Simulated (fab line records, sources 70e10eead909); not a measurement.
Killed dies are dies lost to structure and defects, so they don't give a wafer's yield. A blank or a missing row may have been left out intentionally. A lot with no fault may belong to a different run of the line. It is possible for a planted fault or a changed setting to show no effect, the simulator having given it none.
The tool behind it: which one?	flow nand_harc	18 wafers from 6 lots sampled at 4 of the route's 1159 steps

== WHAT THE GAUGES READ, wafer by wafer ==
NHARC_A_ONON_D1_THK_MEAS_21: measures by ellipsometry.
lot	measured	on	thk_nm (nm)
L404	day 8 16:19	film_metro-01	987 989 986
L407	day 8 22:41	film_metro-01	1007 1007 1007
L408	day 9 18:40	film_metro-01	1006 1006 1004
L412	day 10 13:49	film_metro-01	995 994 993
L418	day 12 10:53	film_metro-01	1012 1011 1010
L421	day 13 01:39	film_metro-02	1058 1056 1055

== WHAT TOOL EACH LOT RAN ON (gives the tool, then ch and the chambers of the sampled wafers, and finally the start) ==
lot	NHARC_P_BONDPAD_ACTIVATE_29	NHARC_A_ZERO_WELL_RTA_16	NHARC_A_ONON_D1_DEP_19
L404	rie_diel-07 ch 0,1,3, day 7 04:26	rtp_anneal-02 ch 0, day 7 07:26	pecvd_onon-03 ch 0, day 8 15:59
L407	rie_diel-02 ch 1,3, day 7 15:58	rtp_anneal-01 ch 0, day 7 18:49	pecvd_onon-02 ch 0, day 8 22:17
L408	rie_diel-02 ch 0,1, day 8 09:37	rtp_anneal-02 ch 0, day 8 12:01	pecvd_onon-03 ch 0, day 9 18:09
L412	rie_diel-02 ch 0,2,3, day 9 00:58	rtp_anneal-01 ch 0, day 9 03:31	pecvd_onon-03 ch 0, day 10 13:22
L418	rie_diel-02 ch 0,2,3, day 10 21:04	rtp_anneal-01 ch 0, day 10 23:37	pecvd_onon-03 ch 0, day 12 10:30
L421	rie_diel-02 ch 0,1,2, day 11 12:34	rtp_anneal-01 ch 0, day 11 15:07	pecvd_onon-04 ch 0, day 13 01:12
- NHARC_P_BONDPAD_ACTIVATE_29: chemistry N2, time 60 s.
- NHARC_A_ZERO_WELL_RTA_16: time 10 s.
- NHARC_A_ONON_D1_DEP_19: target thk 1000 nm.

== THE ANSWER, worked out from the rows above alone ==
Rule: the usual values come from the lots themselves. The widest of any qualifying gaps counts: lots, ordered by their means at a reading, are off when they make up no more than a third of the lots, leave a main group of 4 or more, and stand apart from it by 3 or more times the standard deviation of that group's means. If all means in a main group match to the digits the tables above print for the reading, that group is not used. A lot without any number at a reading at which 4 lots or more have one is off too. Where the step has rows for the other lots, those lots are counted as sound.
Off at NHARC_A_ONON_D1_THK_MEAS_21 (thk_nm): L421. Main group: mean 1001 nm, sd 8.8.
If a tool, at a process step before that reading, ran all the lots that are off and no sound lot after the first of them, it fits. The gauges at NHARC_A_ONON_D1_THK_MEAS_21 are tried like those tools. Can't be told from this: 4 tools fit, rie_diel-02 at NHARC_P_BONDPAD_ACTIVATE_29, rtp_anneal-01 at NHARC_A_ZERO_WELL_RTA_16, pecvd_onon-04 at NHARC_A_ONON_D1_DEP_19, film_metro-02 at NHARC_A_ONON_D1_THK_MEAS_21.

== WHAT WAS PUT IN BY THE SIMULATOR ==
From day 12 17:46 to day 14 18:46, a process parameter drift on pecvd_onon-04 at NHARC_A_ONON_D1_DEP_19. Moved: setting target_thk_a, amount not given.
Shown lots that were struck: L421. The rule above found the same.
